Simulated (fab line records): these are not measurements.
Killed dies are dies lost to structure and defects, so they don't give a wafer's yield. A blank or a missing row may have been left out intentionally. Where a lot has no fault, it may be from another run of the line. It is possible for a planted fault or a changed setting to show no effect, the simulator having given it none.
Matching of chambers :: flow n5 finfet :: pecvd-02 running N5_BEOL_M7_PECVD_70: 3 sister chambers
The step deposits SiO2 from TEOS/O2, target thk 20 nm, time 22.7 s. 6 wafers are shown with their chamber, then 11 later ones without.

WAFERS PAIRED WITH THEIR CHAMBERS
wafer: L084.6
chamber: 0
throttle valve pct (%): 22.1
heater power w (W): 668

wafer: L088.1
chamber: 2
throttle valve pct (%): 20.8
heater power w (W): 648

wafer: L088.6
chamber: 2
throttle valve pct (%): 21.1
heater power w (W): 646

wafer: L087.1
chamber: 0
throttle valve pct (%): 22.3
heater power w (W): 686

wafer: L087.5
chamber: 1
throttle valve pct (%): 23.4
heater power w (W): 622

wafer: L089.1
chamber: 1
throttle valve pct (%): 23.9
heater power w (W): 658

WAFERS WITHOUT THEIR CHAMBER
wafer: L089.2
throttle valve pct (%): 22.4
heater power w (W): 688

wafer: L089.6
throttle valve pct (%): 23.3
heater power w (W): 666

wafer: L092.2
throttle valve pct (%): 23.5
heater power w (W): 562

wafer: L092.3
throttle valve pct (%): 20.8
heater power w (W): 613

wafer: L092.6
throttle valve pct (%): 20.8
heater power w (W): 621

wafer: L096.3
throttle valve pct (%): 21.0
heater power w (W): 705

wafer: L096.4
throttle valve pct (%): 20.4
heater power w (W): 710

wafer: L096.5
throttle valve pct (%): 22.1
heater power w (W): 585

wafer: L097.2
throttle valve pct (%): 20.7
heater power w (W): 700

wafer: L097.4
throttle valve pct (%): 22.3
heater power w (W): 618

wafer: L097.5
throttle valve pct (%): 23.7
heater power w (W): 644

WHICH CHAMBER EACH ONE RAN IN
wafer: L089.2
from the rows above: 0
in truth: 0

wafer: L089.6
from the rows above: 1
in truth: 1

wafer: L092.2
from the rows above: 1
in truth: 1

wafer: L092.3
from the rows above: 2
in truth: 2

wafer: L092.6
from the rows above: 2
in truth: 2

wafer: L096.3
from the rows above: can't be placed: 2 or 0
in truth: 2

wafer: L096.4
from the rows above: 2
in truth: 2

wafer: L096.5
from the rows above: can't be placed: 0 or 2 or 1
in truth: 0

wafer: L097.2
from the rows above: 2
in truth: 2

wafer: L097.4
from the rows above: can't be placed: 0 or 1
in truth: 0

wafer: L097.5
from the rows above: 1
in truth: 1
Correct placement for 8 of the 11. Can't be placed from these rows: 3 (the true chamber is among the candidates in 3). Wrongly placed: 0.
How it was worked out, from the rows above alone: a wafer's distance from a chamber is the root of the sum, over the readings, of the square of ((its reading less the chamber's mean) divided by the reading's scatter). The wafer belongs to the nearest chamber; if the next one is less than 2 further off, it can't be placed. For every chamber, the mean is computed from those of its wafers that are shown. How the scatter is found: for the shown wafers, subtract from each reading the mean of its chamber, square and add these, divide the total by (wafers less chambers), then take the root.
